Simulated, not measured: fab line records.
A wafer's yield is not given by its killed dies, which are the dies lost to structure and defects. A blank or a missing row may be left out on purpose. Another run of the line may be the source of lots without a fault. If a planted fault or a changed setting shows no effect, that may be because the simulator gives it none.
Chamber matching ; flow nandHarc ; pecvd-01 running NHARC_A_CONTACT_DEP_24: 3 sister chambers
The step deposits SiO2, target thk 500 nm. 3 wafers are shown with their chamber, then 7 later ones without.

WAFERS WITH THEIR CHAMBER
wafer;chamber;heaterPowerW (W)
L082.4;2;443
L089.1;1;600
L089.3;0;467

WAFERS MISSING THEIR CHAMBER
wafer;heaterPowerW (W)
L089.6;454
L091.2;556
L091.3;458
L091.6;572
L095.2;536
L095.3;370
L095.5;548

WHICH CHAMBER EACH WENT THROUGH
wafer;from the rows above;in truth
L089.6;can't be placed: 2 or 0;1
L091.2;can't be placed: 1 or 0 or 2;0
L091.3;can't be placed: 0 or 2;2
L091.6;can't be placed: 1 or 0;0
L095.2;can't be placed: 1 or 0 or 2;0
L095.3;can't be placed: 2 or 0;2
L095.5;can't be placed: 1 or 0 or 2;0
Correct placement for 0 of the 7. Cannot be placed on the basis of these rows: 7; the candidates contain the true chamber in 6. Wrongly placed: 0.
How it was worked out, from the rows above alone: a wafer's distance from a chamber is the root of the sum, over the readings, of the square of ((its reading less the chamber's mean) divided by the reading's scatter). If the next closest chamber is less than 2 further off than the closest, the wafer can't be placed; otherwise it belongs to the closest. Each chamber's mean is taken over the wafers shown for it. The scatter (one wafer shown for each chamber): square how far every hidden wafer sits from the nearest shown wafer, average those squares and take the square root.
